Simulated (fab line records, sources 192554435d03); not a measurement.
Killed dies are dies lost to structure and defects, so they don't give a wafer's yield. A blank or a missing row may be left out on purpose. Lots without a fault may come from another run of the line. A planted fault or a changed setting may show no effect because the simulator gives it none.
A struck lot beside a sound one | flow n5_finfet | 15 steps out of a route of 1938
Sound: wafers L232.1, L232.3, L232.6. Struck: wafers L228.1, L228.3, L228.5. The cause comes at the end.
At each step with rows: each side's tool, then ch and its chambers, then its first start. Under that, the readings that differ: sound wafers | struck wafers | difference of the means | sigmas: that difference in standard deviations of wafers without a fault.
alike: readings whose means differ by less than 2 such deviations, and words and numbers that are the same on both sides. not compared: withheld readings, readings that some wafer has no value for, bounds like >300 that may hide the same value, and numbers for which the record gives no deviation and whose values overlap.
The two part at a step that has a row with sigmas, a row that says differs or no value, or rows on one side only. Numbers that don't overlap but have no deviation are shown without sigmas and don't part them. A reading that every wafer of one side lacks parts them only if that side has two wafers or more.

N5_FIN_SAQP_HM_DEP_03: deposits SiNx from SiH4/NH3/N2, target thk 38 nm, time 33.6 s.
  sound on pecvd-04 ch 0,1, day 5 04:41; struck on pecvd-02 ch 0,1,2, day 4 03:49
  alike: heater_power_w, showerhead_plenum_p_Torr, throttle_valve_pct
N5_FIN_SAQP_THK_MEAS_05:
  sound on film_metro-01, day 5 04:48; struck on film_metro-02, day 4 03:55
  alike: thk_nm
N5_FIN_SAQP_PECVD_47: deposits a-Si from SiH4/He, target thk 45 nm, time 36.3 s.
  sound on pecvd-02 ch 1,2, day 5 04:50; struck on pecvd-04 ch 0,1, day 4 03:56
  alike: heater_power_w, showerhead_plenum_p_Torr, throttle_valve_pct
N5_FIN_SAQP_PECVD_48: deposits SiNx from SiH4/NH3/N2, target thk 25 nm, time 22.1 s.
  sound on pecvd-02 ch 1,2, day 5 04:53; struck on pecvd-04 ch 0,1, day 4 04:01
  alike: heater_power_w, showerhead_plenum_p_Torr, throttle_valve_pct
N5_FIN_SAQP_PECVD_06: deposits a-Si from SiH4/He, target thk 60 nm, time 48.1 s.
  sound on pecvd-02 ch 1,2, day 5 04:55; struck on pecvd-04 ch 0,1, day 4 04:04
  alike: heater_power_w, showerhead_plenum_p_Torr, throttle_valve_pct
N5_FIN_SAQP_THK_MEAS_07:
  sound on film_metro-01, day 5 05:01; struck on film_metro-01, day 4 04:11
  alike: thk_nm
N5_FIN_SAQP_HM_DEP_72: deposits SiO2 from SiH4/N2O, target thk 12 nm, time 7.2 s.
  sound on pecvd-04 ch 0,1, day 5 05:03; struck on pecvd-02 ch 1,2, day 4 04:13
  alike: heater_power_w, showerhead_plenum_p_Torr
then, 5 steps without rows for these wafers: N5_FIN_SAQP_COAT_49 (time 60 s, resist thk 100 nm); N5_FIN_SAQP_COAT_50 (time 60 s, resist thk 35 nm); N5_FIN_SAQP_COAT_10 (resist thk 90 nm); N5_FIN_SAQP_EBR_12; N5_FIN_SAQP_SOFTBAKE_11 (time 60 s).
N5_FIN_SAQP_EXPOSE_13: exposes mask FIN CORE, target cd 35.6 nm.
  sound on arfi_scanner-03 ch 0, day 5 05:16; struck on arfi_scanner-02 ch 0, day 4 04:25
  reading              | sound             | struck            | difference | sigmas
  exposure_dose_mJ_cm2 | 63.31 63.24 63.33 | 62.26 62.32 62.20 | -1.03      | -17
  alike: mask
then, 2 steps without rows for these wafers: N5_FIN_SAQP_PEB_14 (peb time 60 s); N5_PASSIVATION_PROBE_49.

WHERE THEY PART
Only at N5_FIN_SAQP_EXPOSE_13, within this record.

WHY: what the simulator had put in
Process parameter drift: arfi_scanner-02, from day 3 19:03 on, at N5_FIN_SAQP_EXPOSE_13. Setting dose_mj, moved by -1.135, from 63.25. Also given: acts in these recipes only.
